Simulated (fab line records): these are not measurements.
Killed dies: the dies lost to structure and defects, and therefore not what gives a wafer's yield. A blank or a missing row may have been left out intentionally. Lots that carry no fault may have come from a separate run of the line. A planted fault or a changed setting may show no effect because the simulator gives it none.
8D (eight disciplines) problem report, filled in by code | flow n5-finfet | the parts of the form that need people (team, actions taken, sign-off) are left out

## 1. PROBLEM STATEMENT
M12_THK at N5_BEOL_M12_THK_MEAS_50 reads a mean of 710 nm on 6 wafers of 2 lots; wafers without a fault read 317 nm with a standard deviation of 5.3. That puts it +74 standard deviations away from the usual mean.
The step: measures by xrf.
The first sign was on wafer L601.1 at day 13 05:05, on film-metro-02. The record has a number at this step for 24 wafers belonging to 8 lots. The rule behind "out" and "out of limits": a value lying over 4 standard deviations away from the usual mean. The rest of the wafers with a number are treated as sound.

## 2. WHAT IT IS; WHAT IT IS NOT
question                    | is                           | is not
which readings at this step | M12_THK                      | -
which lots                  | L601, L606                   | L598, L608, L609, L610, L611, L613
which wafers of those lots  | all that have a number       | -
read on which gauges        | film-metro-01, film-metro-02 | -
when                        | from day 13 05:05            | up to then (3 sound wafers); but 15 sound wafers of L608, L609, L610, L611, L613 came after

## 3. SUSPECTS, AND WHAT RULES EACH OUT
Counting: any tool at a process step up to the reading is kept as a suspect provided that every lot that is out went through it and no sound lot did after the first of them.
- the gauge at N5_BEOL_M12_THK_MEAS_50: ruled out. 2 gauges (film-metro-01, film-metro-02) read the wafers that are out.
- rie-diel-05 at N5_BEOL_M12_ETCH_38 (etches SiCN in CF4/N2, target depth 68.7 nm, time 73.4 s): ruled out as a lasting fault. The sound lots L608 went through it after L601, its earliest lot that is out (day 13 03:22).
- pvd-sputter-02 at N5_BEOL_M12_DEGAS_41 (time 60 s): ruled out as a lasting fault. The sound lots L608, L610 went through it after L601, its earliest lot that is out (day 13 03:59).
- cmp-04 at N5_BEOL_M12_CMP_49 (polishes, stops on SiOC, t overpolish 20.6 s, target thk 320 nm): ruled out as a lasting fault. The sound lots L609, L608, L610, L613 went through it after L601, its earliest lot that is out (day 13 04:47).
Left after counting: nothing in the record.

## 4. THE CAUSE (what the simulator had put in)
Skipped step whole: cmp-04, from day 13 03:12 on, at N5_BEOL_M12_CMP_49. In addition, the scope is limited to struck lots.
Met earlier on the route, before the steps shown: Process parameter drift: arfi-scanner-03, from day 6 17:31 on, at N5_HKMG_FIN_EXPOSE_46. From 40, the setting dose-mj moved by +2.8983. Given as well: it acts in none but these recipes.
It was ruled out by counting, in error; the rule expects a fault to strike all lots run on its tool from its start on, and this fault did not.

## 5. THE EFFECT CHAIN, in route order
Rows list readings where the struck wafers' mean (over those with a number) sits beyond 3 standard deviations from the usual. Only readings for which the record gives a usual standard deviation are gone through. hours: the time from each lot's start at the first step in this table that gives one to its start at this step, as a median over the lots. sigmas: the change in usual standard deviations.
hours | step                    | reading              | usual         | on struck wafers | change  | sigmas
0     | N5_BEOL_M12_THK_MEAS_50 | M12_THK              | 317 nm        | 710              | +393    | +74
0     | N5_BEOL_M12_RS_MEAS_54  | M12_RS               | 0.0606 ohm/sq | 0.0235           | -0.0371 | -37
37    | N5_PASSIVATION_PROBE_49 | defect-limited-yield | 91.1 %        | 0.0              | -91.1   | -70
37    | N5_PASSIVATION_PROBE_49 | killed_at_M4_up      | 14            | 1057             | +1043   | +99 or more
37    | N5_PASSIVATION_PROBE_49 | killed-dies          | 105           | 1180             | +1075   | +72
37    | N5_PASSIVATION_PROBE_49 | killed-on-rim        | 14            | 152              | +138    | +33
37    | N5_PASSIVATION_PROBE_49 | sort-n-pass          | 1075          | 0                | -1075   | -72
37    | N5_PASSIVATION_PROBE_49 | sort-yield-pct       | 91.1 %        | 0.0              | -91.1   | -70
Its process steps:
- N5_PASSIVATION_PROBE_49
Readings that are blank on the struck wafers while sound wafers have them: barrier-field-endpoint-s at N5_BEOL_M12_CMP_49; clearing-platen-down-force-psi at N5_BEOL_M12_CMP_49; motor-current-A at N5_BEOL_M12_CMP_49; overpolish-run-s at N5_BEOL_M12_CMP_49; slurry-filter-dp-kPa at N5_BEOL_M12_CMP_49.

## 6. WHAT WOULD HAVE CAUGHT IT SOONER
In this record the first reading out of limits at a measuring or inspecting step was taken at day 13 05:05, 2 hours after the fault began at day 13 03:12.
At N5_BEOL_M12_CMP_49 the tool's readings are blank on the struck wafers, where sound wafers have them: an empty tool record is the first sign, and it was there at once.
